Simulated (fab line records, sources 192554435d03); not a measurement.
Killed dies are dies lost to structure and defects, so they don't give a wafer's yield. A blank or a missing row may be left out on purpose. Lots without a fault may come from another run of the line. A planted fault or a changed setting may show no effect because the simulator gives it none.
Which tool did it? | flow n5_finfet | 24 lots, 72 wafers sampled, at 6 steps of a route of 1938

WHAT THE GAUGES READ, wafer by wafer
N5_GATE_CUT_INSPECT_15: inspects for defects (brightfield).
lot  | measured     | on                | raw_defect_count
L074 | day 4 12:29  | defect_inspect-02 | 137 100 102
L075 | day 4 18:07  | defect_inspect-02 | 161 191 108
L076 | day 5 00:23  | defect_inspect-02 | 95 148 174
L077 | day 5 08:29  | defect_inspect-02 | 98 93 160
L078 | day 5 11:47  | defect_inspect-02 | 166 196 217
L079 | day 5 22:50  | defect_inspect-02 | 147 157 99
L080 | day 6 04:30  | defect_inspect-02 | 132 83 106
L081 | day 6 08:29  | defect_inspect-01 | 95 144 241
L082 | day 6 13:52  | defect_inspect-02 | 138 143 150
L083 | day 6 19:45  | defect_inspect-02 | 220 234 262
L084 | day 7 05:05  | defect_inspect-01 | 113 118 99
L085 | day 7 05:14  | defect_inspect-02 | 153 143 124
L086 | day 7 12:31  | defect_inspect-02 | 125 111 113
L087 | day 7 18:13  | defect_inspect-01 | 78 165 93
L088 | day 8 01:50  | defect_inspect-01 | 101 145 112
L089 | day 8 07:31  | defect_inspect-02 | 145 200 200
L090 | day 8 11:31  | defect_inspect-01 | 134 83 108
L091 | day 8 20:43  | defect_inspect-02 | 174 130 140
L093 | day 9 05:47  | defect_inspect-01 | 129 119 112
L092 | day 9 11:29  | defect_inspect-01 | 72 126 126
L094 | day 9 12:26  | defect_inspect-01 | 154 154 165
L095 | day 9 20:16  | defect_inspect-02 | 151 166 203
L096 | day 10 01:19 | defect_inspect-01 | 154 125 89
L097 | day 10 06:32 | defect_inspect-02 | 144 153 125

N5_MOL_CONTACT_COAG_OVL_MEAS_85.
lot  | measured     | on         | VG_OVL (nm)
L074 | day 5 02:02  | overlay-02 | 0.9 -0.9 -0.2
L075 | day 5 08:09  | overlay-02 | -0.6 -0.6 -1.1
L076 | day 5 16:54  | overlay-02 | 0.8 -0.1 0.7
L077 | day 6 00:26  | overlay-01 | 0.2 -0.3 -1.2
L078 | day 6 01:32  | overlay-02 | -1.2 -0.5 0.0
L079 | day 6 15:18  | overlay-02 | 1.1 0.3 0.5
L080 | day 6 19:31  | overlay-01 | 0.6 -0.2 0.8
L081 | day 6 23:36  | overlay-01 | 0.2 0.2 0.9
L082 | day 7 03:29  | overlay-02 | -0.7 0.1 -0.1
L083 | day 7 08:48  | overlay-02 | -1.5 -1.6 -0.3
L084 | day 7 19:02  | overlay-01 | -1.3 -0.9 -0.9
L085 | day 7 21:14  | overlay-02 | -0.6 0.1 -0.3
L086 | day 8 04:54  | overlay-01 | -0.3 -0.6 -0.5
L087 | day 8 12:02  | overlay-02 | -0.7 -0.4 -0.1
L088 | day 8 16:04  | overlay-02 | -1.2 -0.3 -0.3
L089 | day 8 21:38  | overlay-02 | 1.4 1.4 1.0
L090 | day 9 00:55  | overlay-02 | 0.4 0.1 0.0
L091 | day 9 10:00  | overlay-02 | -0.9 -0.8 0.3
L093 | day 9 21:07  | overlay-02 | -0.1 -0.3 -0.7
L092 | day 10 05:07 | overlay-02 | -0.9 -0.5 -2.0
L094 | day 10 04:57 | overlay-02 | 0.1 -0.3 0.1
L095 | day 10 09:05 | overlay-02 | -1.4 -1.5 -1.4
L096 | day 10 15:49 | overlay-02 | -0.5 0.5 0.6
L097 | day 10 21:46 | overlay-02 | -0.3 -0.9 -1.0

WHICH TOOL RAN EACH LOT (tool, then ch and the chambers of the sampled wafers, then the start)
lot  | N5_GATE_CUT_ETCH_19                | N5_GATE_CUT_VAPOR_ETCH_48         | N5_MOL_CONTACT_COAG_SIL_ANNEAL_21 | N5_MOL_CONTACT_COAG_CO_FILL_22
L074 | rie_diel-05 ch 0,1, day 4 12:58    | rie_metal-02 ch 0,1, day 4 13:16  | rtp_anneal-01 ch 0, day 4 18:11   | cvd_co-02 ch 0,1,2, day 4 18:36
L075 | rie_diel-06 ch 1,2,3, day 4 18:26  | rie_metal-02 ch 1, day 4 18:44    | rtp_anneal-01 ch 0, day 4 23:42   | cvd_co-01 ch 0, day 5 01:45
L076 | rie_diel-05 ch 0,1, day 5 00:42    | rie_metal-02 ch 0,1, day 5 01:00  | rtp_anneal-02 ch 0, day 5 07:53   | cvd_co-02 ch 0,1, day 5 08:49
L077 | rie_diel-05 ch 0,1, day 5 08:47    | rie_metal-01 ch 0,1, day 5 09:05  | rtp_anneal-02 ch 0, day 5 16:07   | cvd_co-02 ch 1,2, day 5 16:37
L078 | rie_diel-05 ch 1,2, day 5 12:07    | rie_metal-02 ch 0,1, day 5 12:25  | rtp_anneal-01 ch 0, day 5 17:46   | cvd_co-02 ch 1,2, day 5 19:07
L079 | rie_diel-06 ch 0,1,3, day 5 23:10  | rie_metal-03 ch 1, day 5 23:38    | rtp_anneal-01 ch 0, day 6 07:12   | cvd_co-01 ch 0,2, day 6 07:56
L080 | rie_diel-03 ch 0,1,3, day 6 04:49  | rie_metal-01 ch 0,1, day 6 05:07  | rtp_anneal-02 ch 0, day 6 10:33   | cvd_co-01 ch 0,2, day 6 11:32
L081 | rie_diel-06 ch 0,1,3, day 6 08:48  | rie_metal-02 ch 0,1, day 6 09:05  | rtp_anneal-01 ch 0, day 6 15:55   | cvd_co-02 ch 0,2, day 6 16:42
L082 | rie_diel-05 ch 0,1,2, day 6 14:11  | rie_metal-01 ch 0,1, day 6 14:29  | rtp_anneal-02 ch 0, day 6 20:07   | cvd_co-01 ch 0,1,2, day 6 20:44
L083 | rie_diel-06 ch 0,1, day 6 20:14    | rie_metal-01 ch 0,1, day 6 20:32  | rtp_anneal-02 ch 0, day 7 01:46   | cvd_co-01 ch 0,1,2, day 7 02:38
L084 | rie_diel-05 ch 1,3, day 7 05:27    | rie_metal-02 ch 0,1, day 7 05:44  | rtp_anneal-02 ch 0, day 7 11:06   | cvd_co-02 ch 0,1,2, day 7 13:25
L085 | rie_diel-03 ch 0,2,3, day 7 05:48  | rie_metal-02 ch 0,1, day 7 06:05  | rtp_anneal-01 ch 0, day 7 13:20   | cvd_co-01 ch 0,2, day 7 13:57
L086 | rie_diel-03 ch 0,2,3, day 7 13:01  | rie_metal-03 ch 0,1, day 7 13:22  | rtp_anneal-01 ch 0, day 7 18:32   | cvd_co-01 ch 0,1,2, day 7 20:55
L087 | rie_diel-03 ch 0,2,3, day 7 18:32  | rie_metal-02 ch 0,1, day 7 18:49  | rtp_anneal-02 ch 0, day 7 23:29   | cvd_co-02 ch 0,1,2, day 8 01:14
L088 | rie_diel-03 ch 0,2,3, day 8 02:13  | rie_metal-02 ch 0,1, day 8 02:30  | rtp_anneal-02 ch 0, day 8 07:15   | cvd_co-01 ch 1,2, day 8 08:15
L089 | rie_diel-03 ch 0,2,3, day 8 08:01  | rie_metal-01 ch 0,1, day 8 08:19  | rtp_anneal-01 ch 0, day 8 14:47   | cvd_co-01 ch 1,2, day 8 15:22
L090 | rie_diel-03 ch 0,1, day 8 11:59    | rie_metal-02 ch 0,1, day 8 12:17  | rtp_anneal-02 ch 0, day 8 17:19   | cvd_co-02 ch 0,2, day 8 18:25
L091 | rie_diel-03 ch 0,1,2, day 8 21:02  | rie_metal-03 ch 0, day 8 21:19    | rtp_anneal-02 ch 0, day 9 02:50   | cvd_co-02 ch 1,2, day 9 03:40
L093 | rie_diel-06 ch 2,3, day 9 06:14    | rie_metal-01 ch 0,1, day 9 06:31  | rtp_anneal-02 ch 0, day 9 11:55   | cvd_co-01 ch 0,1, day 9 13:43
L092 | rie_diel-05 ch 1,2, day 9 11:49    | rie_metal-02 ch 0,1, day 9 12:05  | rtp_anneal-01 ch 0, day 9 18:19   | cvd_co-01 ch 0,2, day 9 21:45
L094 | rie_diel-03 ch 0,1,3, day 9 12:46  | rie_metal-02 ch 0,1, day 9 13:04  | rtp_anneal-02 ch 0, day 9 18:21   | cvd_co-02 ch 0,1,2, day 9 21:30
L095 | rie_diel-05 ch 0,1,2, day 9 20:35  | rie_metal-01 ch 1, day 9 20:52    | rtp_anneal-01 ch 0, day 10 01:54  | cvd_co-01 ch 0,1,2, day 10 02:28
L096 | rie_diel-06 ch 0,1,2, day 10 01:49 | rie_metal-01 ch 1, day 10 02:07   | rtp_anneal-02 ch 0, day 10 08:21  | cvd_co-02 ch 1,2, day 10 09:19
L097 | rie_diel-03 ch 0,3, day 10 06:52   | rie_metal-03 ch 0,1, day 10 07:09 | rtp_anneal-02 ch 0, day 10 12:16  | cvd_co-01 ch 1,2, day 10 14:07
- N5_GATE_CUT_ETCH_19: etches SiNx in CH3F/O2, target depth 53.7 nm, time 76.7 s.
- N5_GATE_CUT_VAPOR_ETCH_48: etches TiN in BCl3/Cl2.
- N5_MOL_CONTACT_COAG_SIL_ANNEAL_21: time 60 s.
- N5_MOL_CONTACT_COAG_CO_FILL_22: material Co, precursor CCTBA/H2, target thk 20 nm.

WHAT THE TOOLS THEMSELVES READ (means of the sampled wafers that have a number; where no wafer has one, the mark that the record gives instead)
N5_GATE_CUT_ETCH_19.
lot  | tool        | drypump_motor_current_A (A) | etch_rf_on_time_s (s) | oes_o_777_au (a.u.) | oes_product_au (a.u.) | rf_vpp_V (V) | showerhead_plenum_p_Torr (Torr) | throttle_valve_pct (%)
L074 | rie_diel-05 | 5.72                        | 77.2                  | 0.68                | 0.59                  | 303          | 2.07                            | 16.36
L075 | rie_diel-06 | 5.70                        | 76.3                  | 0.83                | 0.70                  | 298          | 2.01                            | 16.22
L076 | rie_diel-05 | 5.83                        | 77.0                  | 0.70                | 0.60                  | 301          | 2.07                            | 16.51
L077 | rie_diel-05 | 5.81                        | 77.1                  | 0.70                | 0.60                  | 301          | 2.07                            | 16.52
L078 | rie_diel-05 | 5.99                        | 77.4                  | 0.71                | 0.61                  | 293          | 1.97                            | 16.62
L079 | rie_diel-06 | 5.79                        | 76.1                  | 0.80                | 0.69                  | 294          | 2.01                            | 16.26
L080 | rie_diel-03 | 5.80                        | 76.9                  | 0.83                | 0.71                  | 300          | 2.02                            | 16.17
L081 | rie_diel-06 | 5.79                        | 76.2                  | 0.79                | 0.68                  | 294          | 2.01                            | 16.26
L082 | rie_diel-05 | 5.86                        | 77.4                  | 0.69                | 0.59                  | 298          | 2.01                            | 16.52
L083 | rie_diel-06 | 5.85                        | 75.9                  | 0.73                | 0.63                  | 294          | 2.03                            | 16.48
L084 | rie_diel-05 | 5.81                        | 76.8                  | 0.79                | 0.66                  | 299          | 2.07                            | 16.51
L085 | rie_diel-03 | 5.60                        | 75.4                  | 0.88                | 0.75                  | 300          | 2.04                            | 16.18
L086 | rie_diel-03 | 5.61                        | 76.5                  | 0.87                | 0.75                  | 300          | 2.04                            | 16.18
L087 | rie_diel-03 | 5.60                        | 75.6                  | 0.87                | 0.75                  | 300          | 2.04                            | 16.19
L088 | rie_diel-03 | 5.59                        | 75.6                  | 0.87                | 0.74                  | 301          | 2.03                            | 16.18
L089 | rie_diel-03 | 5.59                        | 75.3                  | 0.87                | 0.74                  | 300          | 2.03                            | 16.19
L090 | rie_diel-03 | 5.84                        | 76.5                  | 0.85                | 0.72                  | 300          | 2.05                            | 16.11
L091 | rie_diel-03 | 5.90                        | 77.4                  | 0.84                | 0.71                  | 300          | 2.08                            | 16.07
L093 | rie_diel-06 | 5.83                        | 76.0                  | 0.78                | 0.67                  | 300          | 1.97                            | 16.31
L092 | rie_diel-05 | 6.01                        | 77.5                  | 0.69                | 0.59                  | 292          | 1.96                            | 16.69
L094 | rie_diel-03 | 5.80                        | 77.1                  | 0.80                | 0.68                  | 299          | 2.02                            | 16.22
L095 | rie_diel-05 | 5.89                        | 77.7                  | 0.76                | 0.66                  | 297          | 2.01                            | 16.41
L096 | rie_diel-06 | 5.79                        | 77.0                  | 0.74                | 0.62                  | 297          | 2.01                            | 16.49
L097 | rie_diel-03 | 5.51                        | 76.3                  | 0.82                | 0.70                  | 300          | 1.97                            | 16.36

N5_GATE_CUT_VAPOR_ETCH_48.
lot  | tool         | drypump_motor_current_A (A) | oes_product_au (a.u.)
L074 | rie_metal-02 | 6.0                         | 0.63
L075 | rie_metal-02 | 5.9                         | 0.64
L076 | rie_metal-02 | 6.1                         | 0.61
L077 | rie_metal-01 | 6.1                         | 0.80
L078 | rie_metal-02 | 6.1                         | 0.62
L079 | rie_metal-03 | 5.4                         | 0.87
L080 | rie_metal-01 | 5.9                         | 0.80
L081 | rie_metal-02 | 6.0                         | 0.63
L082 | rie_metal-01 | 6.1                         | 0.79
L083 | rie_metal-01 | 5.9                         | 0.80
L084 | rie_metal-02 | 6.1                         | 0.61
L085 | rie_metal-02 | 6.0                         | 0.62
L086 | rie_metal-03 | 5.4                         | 0.87
L087 | rie_metal-02 | 6.0                         | 0.62
L088 | rie_metal-02 | 6.1                         | 0.61
L089 | rie_metal-01 | 6.1                         | 0.78
L090 | rie_metal-02 | 6.1                         | 0.61
L091 | rie_metal-03 | 5.5                         | 0.91
L093 | rie_metal-01 | 5.9                         | 0.77
L092 | rie_metal-02 | 6.1                         | 0.87
L094 | rie_metal-02 | 6.0                         | 0.74
L095 | rie_metal-01 | 5.7                         | 0.77
L096 | rie_metal-01 | 5.8                         | 0.77
L097 | rie_metal-03 | 5.5                         | 0.84

N5_MOL_CONTACT_COAG_SIL_ANNEAL_21.
lot  | tool          | lamp_power_pct (%) | lamp_zone_1_pct (%) | wafer_temp_C_max
L074 | rtp_anneal-01 | 6.228              | 6.226               | 552.5
L075 | rtp_anneal-01 | 6.229              | 6.233               | 552.4
L076 | rtp_anneal-02 | 6.180              | 6.187               | 551.9
L077 | rtp_anneal-02 | 6.182              | 6.182               | 552.1
L078 | rtp_anneal-01 | 6.226              | 6.226               | 552.4
L079 | rtp_anneal-01 | 6.224              | 6.226               | 553.0
L080 | rtp_anneal-02 | 6.183              | 6.173               | 552.1
L081 | rtp_anneal-01 | 6.229              | 6.227               | 552.5
L082 | rtp_anneal-02 | 6.178              | 6.184               | 552.0
L083 | rtp_anneal-02 | 6.183              | 6.179               | 552.0
L084 | rtp_anneal-02 | 6.183              | 6.191               | 551.7
L085 | rtp_anneal-01 | 6.229              | 6.227               | 552.1
L086 | rtp_anneal-01 | 6.221              | 6.229               | 552.5
L087 | rtp_anneal-02 | 6.183              | 6.185               | 551.8
L088 | rtp_anneal-02 | 6.182              | 6.186               | 552.0
L089 | rtp_anneal-01 | 6.223              | 6.233               | 552.2
L090 | rtp_anneal-02 | 6.191              | 6.182               | 552.0
L091 | rtp_anneal-02 | 6.180              | 6.188               | 551.8
L093 | rtp_anneal-02 | 6.182              | 6.183               | 551.8
L092 | rtp_anneal-01 | 6.225              | 6.225               | 552.1
L094 | rtp_anneal-02 | 6.185              | 6.182               | 551.4
L095 | rtp_anneal-01 | 6.226              | 6.225               | 552.4
L096 | rtp_anneal-02 | 6.181              | 6.187               | 551.6
L097 | rtp_anneal-02 | 6.176              | 6.183               | 551.3

N5_MOL_CONTACT_COAG_CO_FILL_22.
lot  | tool      | heater_power_w (W)
L074 | cvd_co-02 | 232
L075 | cvd_co-01 | 228
L076 | cvd_co-02 | 221
L077 | cvd_co-02 | 237
L078 | cvd_co-02 | 231
L079 | cvd_co-01 | 227
L080 | cvd_co-01 | 231
L081 | cvd_co-02 | 234
L082 | cvd_co-01 | 225
L083 | cvd_co-01 | 224
L084 | cvd_co-02 | 232
L085 | cvd_co-01 | 229
L086 | cvd_co-01 | 222
L087 | cvd_co-02 | 229
L088 | cvd_co-01 | 220
L089 | cvd_co-01 | 213
L090 | cvd_co-02 | 226
L091 | cvd_co-02 | 231
L093 | cvd_co-01 | 219
L092 | cvd_co-01 | 227
L094 | cvd_co-02 | 234
L095 | cvd_co-01 | 222
L096 | cvd_co-02 | 238
L097 | cvd_co-01 | 219

THE ANSWER, worked out from the rows above alone
Rule: what is usual is taken from the lots themselves. Put in order of their means at a reading, lots are off if they are a third of the lots or fewer, leave a main group of 4 or more, and stand apart from it by a gap of 3 or more times the standard deviation of the main group's means; of several such gaps the widest counts. A main group whose means are all the same, to the digits that the tables above print for the reading, isn't used. A lot without any number at a reading at which 4 lots or more have one is off too. The other lots that the step has rows for count as sound. The gauges are gone through in route order, then the tools' own readings, and for those a lot's mean is taken as printed above. The first step at which some lot is off is used, and at that step the reading that is off furthest; a lot without a number counts as furthest.
No lot is off at any reading shown: from this, nothing can be told.

WHAT THE SIMULATOR HAD PUT IN
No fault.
